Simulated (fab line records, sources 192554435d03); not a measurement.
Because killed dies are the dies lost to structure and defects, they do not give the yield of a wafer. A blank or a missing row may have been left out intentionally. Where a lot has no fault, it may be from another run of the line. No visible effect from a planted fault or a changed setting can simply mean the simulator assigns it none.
Split-lot experiment / flow n5 finfet / route with 1938 steps; 7 lots, 21 wafers read

== ON THE SPLIT ==
At N5_HKMG_FIN_ETCH_54 (etches SiARC in CF4, target depth 45.5 nm, time 75.8 s), the setting bias w was moved away from the recipe's 36 W on 4 of the 21 wafers read, by -12.2% to +17.1%. For the rest of the wafers, this setting stayed at what the recipe calls for.

Reading taken at the split's own step.

== THE READING ==
rf vpp V, in V, at N5_HKMG_FIN_ETCH_54 (etches SiARC in CF4, target depth 45.5 nm, time 75.8 s). Fault-free wafers of this fab line usually give 184.1 V, standard deviation 1.3 V.

wafer=L079.1; tool, chamber at the split=rie diel-01, 0; bias w as run, W=31.6; against the recipe=-12.2%; rf vpp V, V=168.0; against lot-mates on the recipe=-15.4
wafer=L079.2; tool, chamber at the split=rie diel-01, 3; bias w as run, W=36; against the recipe=recipe; rf vpp V, V=182.5; against lot-mates on the recipe=-
wafer=L079.6; tool, chamber at the split=rie diel-01, 0; bias w as run, W=36; against the recipe=recipe; rf vpp V, V=184.3; against lot-mates on the recipe=-
wafer=L080.2; tool, chamber at the split=rie diel-06, 2; bias w as run, W=42.16; against the recipe=+17.1%; rf vpp V, V=200.5; against lot-mates on the recipe=+15.7
wafer=L080.3; tool, chamber at the split=rie diel-06, 1; bias w as run, W=42.16; against the recipe=+17.1%; rf vpp V, V=205.8; against lot-mates on the recipe=+21.0
wafer=L080.5; tool, chamber at the split=rie diel-06, 1; bias w as run, W=36; against the recipe=recipe; rf vpp V, V=184.8; against lot-mates on the recipe=-
wafer=L082.2; tool, chamber at the split=rie diel-01, 3; bias w as run, W=36; against the recipe=recipe; rf vpp V, V=183.3; against lot-mates on the recipe=-
wafer=L082.3; tool, chamber at the split=rie diel-01, 2; bias w as run, W=36; against the recipe=recipe; rf vpp V, V=182.0; against lot-mates on the recipe=-
wafer=L082.5; tool, chamber at the split=rie diel-01, 3; bias w as run, W=36; against the recipe=recipe; rf vpp V, V=182.0; against lot-mates on the recipe=-
wafer=L085.1; tool, chamber at the split=rie diel-06, 1; bias w as run, W=41.26; against the recipe=+14.6%; rf vpp V, V=204.4; against lot-mates on the recipe=+20.6
wafer=L085.2; tool, chamber at the split=rie diel-06, 3; bias w as run, W=36; against the recipe=recipe; rf vpp V, V=184.9; against lot-mates on the recipe=-
wafer=L085.5; tool, chamber at the split=rie diel-06, 2; bias w as run, W=36; against the recipe=recipe; rf vpp V, V=182.7; against lot-mates on the recipe=-
wafer=L093.2; tool, chamber at the split=rie diel-05, 3; bias w as run, W=36; against the recipe=recipe; rf vpp V, V=184.5; against lot-mates on the recipe=-
wafer=L093.4; tool, chamber at the split=rie diel-05, 1; bias w as run, W=36; against the recipe=recipe; rf vpp V, V=183.5; against lot-mates on the recipe=-
wafer=L093.5; tool, chamber at the split=rie diel-05, 2; bias w as run, W=36; against the recipe=recipe; rf vpp V, V=182.9; against lot-mates on the recipe=-
wafer=L094.1; tool, chamber at the split=rie diel-01, 3; bias w as run, W=36; against the recipe=recipe; rf vpp V, V=182.7; against lot-mates on the recipe=-
wafer=L094.3; tool, chamber at the split=rie diel-01, 2; bias w as run, W=36; against the recipe=recipe; rf vpp V, V=182.4; against lot-mates on the recipe=-
wafer=L094.5; tool, chamber at the split=rie diel-01, 0; bias w as run, W=36; against the recipe=recipe; rf vpp V, V=184.4; against lot-mates on the recipe=-
wafer=L097.2; tool, chamber at the split=rie diel-01, 3; bias w as run, W=36; against the recipe=recipe; rf vpp V, V=182.7; against lot-mates on the recipe=-
wafer=L097.3; tool, chamber at the split=rie diel-01, 0; bias w as run, W=36; against the recipe=recipe; rf vpp V, V=183.7; against lot-mates on the recipe=-
wafer=L097.6; tool, chamber at the split=rie diel-01, 0; bias w as run, W=36; against the recipe=recipe; rf vpp V, V=184.7; against lot-mates on the recipe=-

THE FIT
A straight line over all 21 wafers: rf vpp V changes by +1.23 V for each +1% of bias w; r = +0.98; the points scatter about the line by 1.5 V.
The same after taking each lot's own level away (the mean of its wafers on the recipe; 21 wafers): +1.18 V for each +1%; r = +0.98; scatter 1.5 V.
The reading moves by 20 V for the largest change in bias w, on that fit.
Across the lots, their own levels run from 182.43 to 184.80 V, a range of 1.8 times the standard deviation given above.
Consequently the slope shifts little with the lot-to-lot level, the two slopes agreeing.
Check: +22.2 V against its lot-mates is what the line predicts for one of the wafers moved furthest among these (+17.1%) when that wafer is left out of the fit. Against them it came out at +15.7 V.
Tool readings at the split's step, against how far the setting was moved: etch rf on time s r = -0.88; rf vpp V r = +0.98.

== THE OTHER SPLITS THESE WAFERS WENT THROUGH ==
Other splits were also applied to these wafers ahead of the reading. Each is held against what the fit with the lots' levels taken away leaves over:
other split on the same wafers=N5_DUMMY_GATE_EXPOSE_12 dose mj; wafers away from the commonest value=9; r with rf vpp V (lot level and that fit taken away)=+0.29
other split on the same wafers=N5_SD_EPI_N_PEB_07 peb temp c; wafers away from the commonest value=6; r with rf vpp V (lot level and that fit taken away)=-0.23
other split on the same wafers=N5_SD_EPI_N_DEVELOP_08 develop time s; wafers away from the commonest value=10; r with rf vpp V (lot level and that fit taken away)=+0.16
other split on the same wafers=N5_SDB_HM_DEP_00 time s; wafers away from the commonest value=6; r with rf vpp V (lot level and that fit taken away)=-0.07
other split on the same wafers=N5_SDB_COAT_05 spin rpm; wafers away from the commonest value=5; r with rf vpp V (lot level and that fit taken away)=+0.14

== THE WHOLE CHAIN: every reading that the file lists as answering this split, in the file's order ==
step=N5_HKMG_FIN_ETCH_54; what it does=etches SiARC in CF4, target depth 45.5 nm, time 75.8 s; reading=etch rf on time s; change (the file's fit)=withheld for each +1% of the setting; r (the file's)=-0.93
step=N5_HKMG_FIN_ETCH_54; what it does=etches SiARC in CF4, target depth 45.5 nm, time 75.8 s; reading=rf vpp V; change (the file's fit)=+1.22 V for each +1% of the setting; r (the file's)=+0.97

== FILE'S OWN FIT ==
rf vpp V changes by +1.22 V for each +1% of bias w, r = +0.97.
